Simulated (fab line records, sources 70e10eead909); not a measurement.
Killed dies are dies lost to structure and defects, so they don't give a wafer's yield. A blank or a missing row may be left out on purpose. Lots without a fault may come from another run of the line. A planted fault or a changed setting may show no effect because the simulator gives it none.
A struck lot beside a sound one | flow nand_harc | 42 steps out of a route of 1159
Sound: wafers L323.2, L323.3, L323.6. Struck: wafers L326.1, L326.2, L326.3. The cause comes at the end.
At each step with rows: each side's tool, then ch and its chambers, then its first start. Under that, the readings that differ: sound wafers | struck wafers | difference of the means | sigmas: that difference in standard deviations of wafers without a fault.
alike: readings whose means differ by less than 2 such deviations, and words and numbers that are the same on both sides. not compared: withheld readings, readings that some wafer has no value for, bounds like >300 that may hide the same value, and numbers for which the record gives no deviation and whose values overlap.
The two part at a step that has a row with sigmas, a row that says differs or no value, or rows on one side only. Numbers that don't overlap but have no deviation are shown without sigmas and don't part them. A reading that every wafer of one side lacks parts them only if that side has two wafers or more.

first, 1 step without rows for these wafers: NHARC_A_CONTACT_ETCH_113 (etches the open film in C4F8/O2/Ar, time 94 s, target depth 922 nm).
NHARC_A_CONTACT_ETCH_114: etches the open film in C4F8/O2/Ar, time 94 s, target depth 922 nm.
  sound on har_cap_etch-03 ch 0,1, day 18 03:43; struck on har_cap_etch-03 ch 0,1, day 19 06:30
  not compared: rf_hours_counter_h
then, 1 step without rows for these wafers: NHARC_A_CONTACT_ETCH_115 (etches the open film in C4F8/O2/Ar, time 94 s, target depth 922 nm).
NHARC_A_CONTACT_ETCH_116: etches the open film in C4F8/O2/Ar, time 94 s, target depth 922 nm.
  sound on har_cap_etch-03 ch 0,1, day 18 03:53; struck on har_cap_etch-03 ch 0,1, day 19 06:41
  not compared: rf_hours_counter_h
then, 2 steps without rows for these wafers: NHARC_A_CONTACT_ETCH_117 (etches the open film in C4F8/O2/Ar, time 94 s, target depth 922 nm); NHARC_A_CONTACT_ETCH_118 (etches the open film in C4F8/O2/Ar, time 94 s, target depth 922 nm).
NHARC_A_CONTACT_ETCH_119: etches the open film in C4F8/O2/Ar, time 94 s, target depth 922 nm.
  sound on har_cap_etch-03 ch 0,1, day 18 04:10; struck on har_cap_etch-03 ch 0,1, day 19 06:58
  not compared: rf_hours_counter_h
then, 1 step without rows for these wafers: NHARC_A_CONTACT_ETCH_120 (etches the open film in C4F8/O2/Ar, time 94 s, target depth 922 nm).
NHARC_A_CONTACT_ETCH_121: etches the open film in C4F8/O2/Ar, time 94 s, target depth 922 nm.
  sound on har_cap_etch-03 ch 0,1, day 18 04:21; struck on har_cap_etch-03 ch 0,1, day 19 07:08
  not compared: rf_hours_counter_h
then, 3 steps without rows for these wafers: NHARC_A_CONTACT_ETCH_122 (etches the open film in C4F8/O2/Ar, time 95 s, target depth 930 nm); NHARC_A_CONTACT_ETCH_123 (etches the open film in C4F8/O2/Ar, time 253 s, target depth 1090 nm); NHARC_A_CONTACT_ETCH_90 (etches the open film in CH3F/O2, target depth 40 nm, time 85.7 s).
NHARC_A_CONTACT_ETCH_96: etches the open film in C4F6/O2, target depth 20 nm, time 10 s.
  sound on rie_diel-10 ch 0,1, day 18 05:16; struck on rie_diel-10 ch 1,2,3, day 19 08:04
  reading               | sound             | struck            | difference | sigmas
  oes_product_au (a.u.) | 1.014 1.013 1.014 | 0.960 0.933 0.955 | -0.064     | -2
  alike: bias_w, drypump_motor_current_A, o2_flow_sccm, rf_vpp_V, showerhead_plenum_p_Torr, throttle_valve_pct
  not compared: rf_hours_counter_h
NHARC_A_CONTACT_CD_MEAS_53:
  sound on cd_sem-02, day 18 05:21; struck on cd_sem-02, day 19 08:08
  reading    | sound             | struck            | difference | sigmas
  cd_nm (nm) | 189.8 191.0 190.8 | 189.4 187.7 187.5 | -2.3       | -3
then, 6 steps without rows for these wafers: NHARC_A_CONTACT_STRIP_99 (strips in N2/H2); NHARC_A_CONTACT_STRIP_100 (strips in CF4/CHF3); NHARC_A_CONTACT_STRIP_101 (strips in O2/COS); NHARC_A_CONTACT_ETCH_102 (etches the open film in CF4/O2, target depth 70 nm, overetch 7 nm, time 38.5 s); NHARC_A_CONTACT_STRIP_55 (strips in O2); NHARC_A_CONTACT_STRIP_56 (strips in post etch residue remover, time 600 s).
NHARC_A_CONTACT_DEP_57: deposits aC, target thk 2800 nm.
  sound on acl_dep-01 ch 0, day 18 06:35; struck on acl_dep-03 ch 0, day 19 09:05
  reading              | sound                | struck               | difference | sigmas
  susceptor_temp_C (C) | 400.41 400.46 400.18 | 399.60 399.89 399.73 | -0.61      | -3
  alike: throttle_valve_pct
then, 11 steps without rows for these wafers: NHARC_A_CONTACT_DEP_58 (deposits SiON, target thk 60 nm); NHARC_A_CONTACT_DEHYDRATE_59 (time 120 s); NHARC_A_CONTACT_HMDS_60 (time 30 s); NHARC_A_CONTACT_COAT_61 (time 75 s); NHARC_A_CONTACT_COAT_62 (time 65 s); NHARC_A_CONTACT_COAT_63 (resist thk 90 nm); NHARC_A_CONTACT_SOFTBAKE_64 (time 55 s); NHARC_A_CONTACT_EBR_65; NHARC_A_CONTACT_EXPOSE_66 (exposes mask A CC 2); NHARC_A_CONTACT_PEB_67 (peb time 65 s); NHARC_A_CONTACT_DEVELOP_68 (develop time 35 s).
NHARC_A_CONTACT_CD_MEAS_69: target cd 200 nm.
  sound on cd_sem-03 ch 0, day 18 08:46; struck on cd_sem-03 ch 0, day 19 11:25
  alike: cd_nm
NHARC_A_CONTACT_OVL_MEAS_70:
  sound on overlay-02, day 18 08:51; struck on overlay-02, day 19 11:31
  reading           | sound       | struck         | difference | sigmas
  overlay_x_nm (nm) | 2.0 1.6 1.7 | -1.2 -1.4 -1.0 | -3.0       | -3
  alike: overlay_y_nm
then, 7 steps without rows for these wafers: NHARC_A_CONTACT_DESCUM_74 (chemistry O2, time 3 s); NHARC_A_CONTACT_ETCH_75 (etches the open film in CF4, target depth 39 nm, time 65 s); NHARC_A_CONTACT_ETCH_76 (etches the open film in N2/H2, target depth 260 nm, time 475.3 s); NHARC_A_CONTACT_ETCH_77 (etches the open film in CF4/CHF3, target depth 72.6 nm, time 36.3 s); NHARC_A_CONTACT_ETCH_78 (etches the open film in O2/COS, target depth 2800 nm, time 728 s); NHARC_A_CONTACT_ETCH_124 (etches the open film in C4F8/O2/Ar, time 140 s, target depth 700 nm); NHARC_A_CONTACT_ETCH_125 (etches the open film in C4F8/O2/Ar, time 155 s, target depth 956 nm).
-- the record jumps here: 3 days lie between the struck wafers' starts before and after (it left off in module A_CONTACT and takes up again in module END, whose first step shown is number 1159 of the route) --
NHARC_END_SORT_01:
  the record has rows for the struck wafers here (prober-01 ch 0, day 22 04:32) and none for the sound ones

WHERE THEY PART
First at NHARC_A_CONTACT_ETCH_96; last, within this record, at NHARC_END_SORT_01.

WHY: what the simulator had put in
Chamber particle source: rie_diel-10, from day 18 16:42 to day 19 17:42, at NHARC_A_CONTACT_ETCH_96. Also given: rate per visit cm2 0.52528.
